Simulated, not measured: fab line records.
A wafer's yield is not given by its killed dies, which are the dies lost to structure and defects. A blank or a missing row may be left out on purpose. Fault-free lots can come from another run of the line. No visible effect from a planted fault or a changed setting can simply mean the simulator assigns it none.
Split-lot study	flow n5Finfet	route with 1938 steps; 7 lots, 21 wafers read

## THE SPLIT
At N5_BEOL_M5_HM_DEP_02 (deposits TiN, target thk 20 nm), the setting targetThkA was moved away from the recipe's 200 angstrom on 9 of the 21 wafers read, by -11.0% to +9.2%. For the rest of the wafers, this setting stayed at what the recipe calls for.

## FROM THE SPLIT TO THE READING: what the file shows between them, 8 steps
- N5_BEOL_M5_COAT_59: time 60 s, resist thk 60 nm
- N5_BEOL_M5_COAT_60: time 60 s, resist thk 12 nm
- N5_BEOL_M5_STRIP_73: strips in N2/H2
- N5_BEOL_M5_STRIP_64: strips in CF4
- N5_BEOL_M5_HM_OPEN_17: chemistry Cl2/BCl3, target TiN, target depth 20 nm, overetch 6 nm
- N5_BEOL_M5_STRIP_19: strips in O2
- N5_BEOL_M5_STRIP_85: strips in C4F6/O2
- N5_BEOL_M5_STRIP_36: strips in N2/H2

## THE READING
TiN_of_BEOL_M5_HM_DEP_02.thkNm (the simulator's own value, which no gauge read), in nm, at N5_BEOL_M5_TRENCH_ETCH_37 (etches SiCOH lowk in C4F6/O2, target depth 71.652 nm, time 24.7 s). The file gives no usual value for it. Here, 12 wafers ran the recipe; their average is 17.9 nm with a standard deviation of 0.23 nm.

wafer	tool, chamber at the split	targetThkA as run, angstrom	against the recipe	TiN_of_BEOL_M5_HM_DEP_02.thkNm, nm	against lot-mates on the recipe
L076.3	pvdSputter-02, -	211.8	+5.9%	19	no lot-mate on the recipe
L076.4	pvdSputter-02, -	211.8	+5.9%	19	no lot-mate on the recipe
L076.6	pvdSputter-02, -	211.8	+5.9%	18.8	no lot-mate on the recipe
L075.1	pvdSputter-03, -	200	recipe	17.6	-
L075.2	pvdSputter-03, -	183.4	-8.3%	16.2	-1.4
L075.5	pvdSputter-03, -	183.4	-8.3%	15.8	-1.8
L084.1	pvdSputter-01, -	200	recipe	18	-
L084.3	pvdSputter-01, -	200	recipe	17.6	-
L084.4	pvdSputter-01, -	218.3	+9.2%	19.6	+1.8
L082.1	pvdSputter-03, -	191.8	-4.1%	17.2	-0.7
L082.4	pvdSputter-03, -	200	recipe	18	-
L082.6	pvdSputter-03, -	200	recipe	17.8	-
L086.2	pvdSputter-02, -	200	recipe	17.8	-
L086.3	pvdSputter-02, -	200	recipe	17.8	-
L086.6	pvdSputter-02, -	200	recipe	18	-
L091.3	pvdSputter-02, -	178	-11.0%	16	-2.0
L091.6	pvdSputter-02, -	178	-11.0%	16	-2.0
L091.4	pvdSputter-02, -	200	recipe	18	-
L096.1	pvdSputter-02, -	200	recipe	18.2	-
L096.5	pvdSputter-02, -	200	recipe	18.2	-
L096.4	pvdSputter-02, -	200	recipe	18.4	-

THE FIT
A straight line over all 21 wafers: TiN_of_BEOL_M5_HM_DEP_02.thkNm changes by +0.188 nm for each +1% of targetThkA; r = +0.97; the points scatter about the line by 0.24 nm.
The same after taking each lot's own level away (the mean of its wafers on the recipe; 18 wafers): +0.188 nm for each +1%; r = +0.99; scatter 0.13 nm.
That fit puts the effect of the largest move of targetThkA on the reading at 2.1 nm.
The lots' own levels span 17.60 to 18.27 nm, that is 2.9 times the standard deviation above.
The two slopes are in agreement: the lot-to-lot level therefore moves the slope only a little.
Check: for one of the wafers moved furthest among these (-11.0%), held out of the fit, the line's prediction against its lot-mates is -2.08 nm. It came out at -2 nm against them.

## THE WHOLE CHAIN: every reading that the file lists as answering this split, in the file's order
step	what it does	reading	change (the file's fit)	r (the file's)
N5_BEOL_M5_HM_DEP_02	deposits TiN, target thk 20 nm	TiN_of_BEOL_M5_HM_DEP_02.thkNm (the simulator's own value, which no gauge read)	+0.172 nm for each +1% of the setting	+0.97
N5_BEOL_M5_HM_OPEN_17	chemistry Cl2/BCl3, target TiN, target depth 20 nm, overetch 6 nm	etch.depthNm (the simulator's own value, which no gauge read)	+0.178 nm for each +1% of the setting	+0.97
N5_BEOL_M5_TRENCH_ETCH_37	etches SiCOH lowk in C4F6/O2, target depth 71.652 nm, time 24.7 s	TiN_of_BEOL_M5_HM_DEP_02.thkNm (the simulator's own value, which no gauge read)	+0.188 nm for each +1% of the setting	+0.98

## THE FILE'S OWN FIT
TiN_of_BEOL_M5_HM_DEP_02.thkNm changes by +0.188 nm for each +1% of targetThkA, r = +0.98.
